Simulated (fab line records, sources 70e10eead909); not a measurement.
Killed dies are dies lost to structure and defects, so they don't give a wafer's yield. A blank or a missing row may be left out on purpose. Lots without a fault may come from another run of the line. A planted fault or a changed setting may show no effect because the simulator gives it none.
Which tool did it? | flow nand_harc | 12 lots, 36 wafers sampled, at 5 steps of a route of 1159

WHAT THE GAUGES READ, wafer by wafer
NHARC_P_BONDPAD_CD_MEAS_13.
lot  | measured     | on        | cd_nm (nm)
L076 | day 7 02:07  | cd_sem-02 | 496 496 498
L078 | day 7 04:46  | cd_sem-02 | 499 502 504
L079 | day 7 16:38  | cd_sem-01 | 497 497 498
L081 | day 8 05:44  | cd_sem-03 | 510 507 499
L083 | day 8 10:41  | cd_sem-02 | 496 500 503
L088 | day 9 15:04  | cd_sem-02 | 500 493 499
L086 | day 9 16:49  | cd_sem-02 | 502 499 495
L089 | day 10 09:49 | cd_sem-02 | 495 501 501
L091 | day 10 13:46 | cd_sem-01 | 499 499 500
L092 | day 11 01:38 | cd_sem-03 | 501 500 504
L094 | day 11 13:41 | cd_sem-03 | 500 499 501
L097 | day 12 07:13 | cd_sem-02 | 496 501 497

WHICH TOOL RAN EACH LOT (tool, then ch and the chambers of the sampled wafers, then the start)
lot  | NHARC_P_GATE_DESCUM_61             | NHARC_P_GATE_STRIP_113               | NHARC_P_M1_PVD_21                       | NHARC_P_M2_CMP_23
L076 | rie_diel-05 ch 2,3, day 5 19:29    | plasma_asher-01 ch 0,1, day 5 21:57  | pvd_sputter-02, day 6 23:17 or earlier  | cmp-02 ch 0,3, day 6 23:17
L078 | rie_diel-05 ch 1,2, day 5 23:45    | plasma_asher-02 ch 0,1, day 6 01:59  | pvd_sputter-02, day 7 01:52 or earlier  | cmp-04 ch 2,3, day 7 01:52
L079 | rie_diel-04 ch 0,1,2, day 6 11:58  | plasma_asher-02 ch 0,1, day 6 14:04  | pvd_sputter-02, day 7 13:44 or earlier  | cmp-04 ch 0,3, day 7 13:44
L081 | rie_diel-04 ch 1,3, day 7 02:59    | plasma_asher-01 ch 0, day 7 05:10    | pvd_sputter-02, day 8 03:01 or earlier  | cmp-01 ch 0,1,2, day 8 03:01
L083 | rie_diel-07 ch 0,1, day 7 09:09    | plasma_asher-02 ch 0,1, day 7 11:22  | pvd_sputter-02, day 8 07:56 or earlier  | cmp-01 ch 1,2,3, day 8 07:56
L088 | rie_diel-04 ch 0,2, day 8 10:38    | plasma_asher-02 ch 0, day 8 12:50    | pvd_sputter-03, day 9 12:16 or earlier  | cmp-01 ch 0,2,3, day 9 12:16
L086 | rie_diel-07 ch 0,3, day 8 11:18    | plasma_asher-02 ch 0,1, day 8 13:38  | pvd_sputter-01, day 9 13:37 or earlier  | cmp-01 ch 0,2, day 9 13:37
L089 | rie_diel-04 ch 1,2, day 9 05:44    | plasma_asher-01 ch 0,1, day 9 08:05  | pvd_sputter-03, day 10 07:03 or earlier | cmp-02 ch 0,1, day 10 07:03
L091 | rie_diel-07 ch 0,1,3, day 9 11:04  | plasma_asher-01 ch 0,1, day 9 13:29  | pvd_sputter-03, day 10 10:59 or earlier | cmp-01 ch 0,1,2, day 10 10:59
L092 | rie_diel-07 ch 0,1,2, day 10 00:47 | plasma_asher-01 ch 0,1, day 10 03:44 | pvd_sputter-02, day 10 22:50 or earlier | cmp-04 ch 1,2, day 10 22:50
L094 | rie_diel-05 ch 1,2, day 10 09:35   | plasma_asher-02 ch 0,1, day 10 11:40 | pvd_sputter-03, day 11 10:52 or earlier | cmp-02 ch 0,3, day 11 10:52
L097 | rie_diel-07 ch 1,3, day 11 01:37   | plasma_asher-01 ch 0,1, day 11 04:04 | pvd_sputter-01, day 12 04:28 or earlier | cmp-02 ch 1,3, day 12 04:28
- NHARC_P_GATE_DESCUM_61: chemistry O2, time 3 s.
- NHARC_P_GATE_STRIP_113: strips in N2/H2, time 740 s.
- NHARC_P_M1_PVD_21: deposits Cu, target thk 30 nm, time 20.49 s.
- NHARC_P_M2_CMP_23: polishes, t overpolish 20 s, target thk 144.3 nm.

THE ANSWER, worked out from the rows above alone
Rule: what is usual is taken from the lots themselves. Put in order of their means at a reading, lots are off if they are a third of the lots or fewer, leave a main group of 4 or more, and stand apart from it by a gap of 3 or more times the standard deviation of the main group's means; of several such gaps the widest counts. A main group whose means are all the same, to the digits that the tables above print for the reading, isn't used. A lot without any number at a reading at which 4 lots or more have one is off too. The other lots that the step has rows for count as sound.
No lot is off at any reading shown: from this, nothing can be told.

WHAT THE SIMULATOR HAD PUT IN
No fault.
